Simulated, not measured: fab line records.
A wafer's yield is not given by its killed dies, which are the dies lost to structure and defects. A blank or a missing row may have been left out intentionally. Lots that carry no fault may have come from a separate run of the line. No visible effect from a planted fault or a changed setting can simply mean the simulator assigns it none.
Comparing a struck lot with a sound one :: flow n5_finfet :: 14 out of 1938 route steps
Sound: the wafers L449.1, L449.4, L449.6. Wafers struck: L452.1, L452.5, L452.6. The cause is given at the end.
Each step with rows lists, per side, the tool, then ch with its chambers, then its first start. Under that, the readings that differ: sound wafers :: struck wafers :: difference of the means :: sigmas: that difference in standard deviations of wafers without a fault.
alike: readings whose means differ by less than 2 such deviations, and words and numbers that are the same on both sides. not compared: withheld readings, readings that some wafer has no value for, bounds like >300 that may hide the same value, and numbers for which the record gives no deviation and whose values overlap.
A row with sigmas, a row that says differs or no value, or rows on one side alone: a step with any of these is where the two part. When numbers do not overlap yet have no deviation, they are printed without sigmas and do not part them. A reading that every wafer of one side lacks parts them only if that side has two wafers or more.

N5_BEOL_M1_CD_MEAS_35: target cd 18 nm, target cd y 21 nm.
  sound on cd_sem-03 at day 10 15:42; struck on cd_sem-03 at day 11 00:58
  alike: cd_nm
N5_BEOL_M1_DEGAS_44: time 60 s.
  sound on pvd_sputter-01 at day 10 16:11; struck on pvd_sputter-01 at day 11 01:19
  alike: heater_power_w
then, 1 step without rows for these wafers: N5_BEOL_M1_PRE_CLEAN_45 (time 30 s).
N5_BEOL_M1_ALD_84: deposits TaN, pulse time 2 s, purge time 3 s, co reactant purge time 2 s.
  sound on ald_metal-04 ch 0,2, day 10 16:17; struck on ald_metal-03 ch 0,3, day 11 01:26
  alike: heater_power_w, mfc_carrier_sccm
then, 4 steps without rows for these wafers: N5_BEOL_M1_SURFACE_TREAT_85; N5_BEOL_M1_CVD_47 (deposits Co from CCTBA/H2, target thk 3 nm, time 223.8 s); N5_BEOL_M1_SPUTTER_48 (material Cu, target thk 4.5 nm, time 8.29 s); N5_BEOL_M1_ANNEAL_49 (time 240 s).
N5_BEOL_M1_SPUTTER_79: material Cu, target thk 4.5 nm, time 8.29 s.
  sound on pvd_sputter-03 at day 10 17:17; struck on pvd_sputter-03 at day 11 02:10
  alike: chamber_pressure_pa, chuck_gas_flow_sccm, throttle_valve_pct
N5_BEOL_M1_ANNEAL_80: time 240 s.
  sound on pvd_sputter-03 at day 10 17:22; struck on pvd_sputter-03 at day 11 02:14
  alike: heater_power_w
then, 2 steps without rows for these wafers: N5_BEOL_M1_SPUTTER_81 (material Cu, target thk 4.5 nm, time 8.29 s); N5_BEOL_M1_ANNEAL_82 (time 240 s).
N5_BEOL_M1_SPUTTER_86: material Cu, target thk 4.5 nm, time 8.29 s.
  sound on pvd_sputter-03 at day 10 17:44; struck on pvd_sputter-03 at day 11 02:36
  no value came back on the struck wafers for chamber_pressure_pa (Pa), chuck_gas_flow_sccm (sccm), throttle_valve_pct (%); on the sound wafers chamber_pressure_pa (Pa) reads 0.07019 0.06998 0.06984
N5_BEOL_M1_ANNEAL_87: time 240 s.
  sound on pvd_sputter-03 at day 10 17:49; struck on pvd_sputter-03 at day 11 02:41
  alike: heater_power_w

WHERE THEY PART
N5_BEOL_M1_SPUTTER_86 only, going by this record. Later steps at which nothing parts them and some readings are alike: N5_BEOL_M1_ANNEAL_87.

WHY: whatever the simulator had introduced
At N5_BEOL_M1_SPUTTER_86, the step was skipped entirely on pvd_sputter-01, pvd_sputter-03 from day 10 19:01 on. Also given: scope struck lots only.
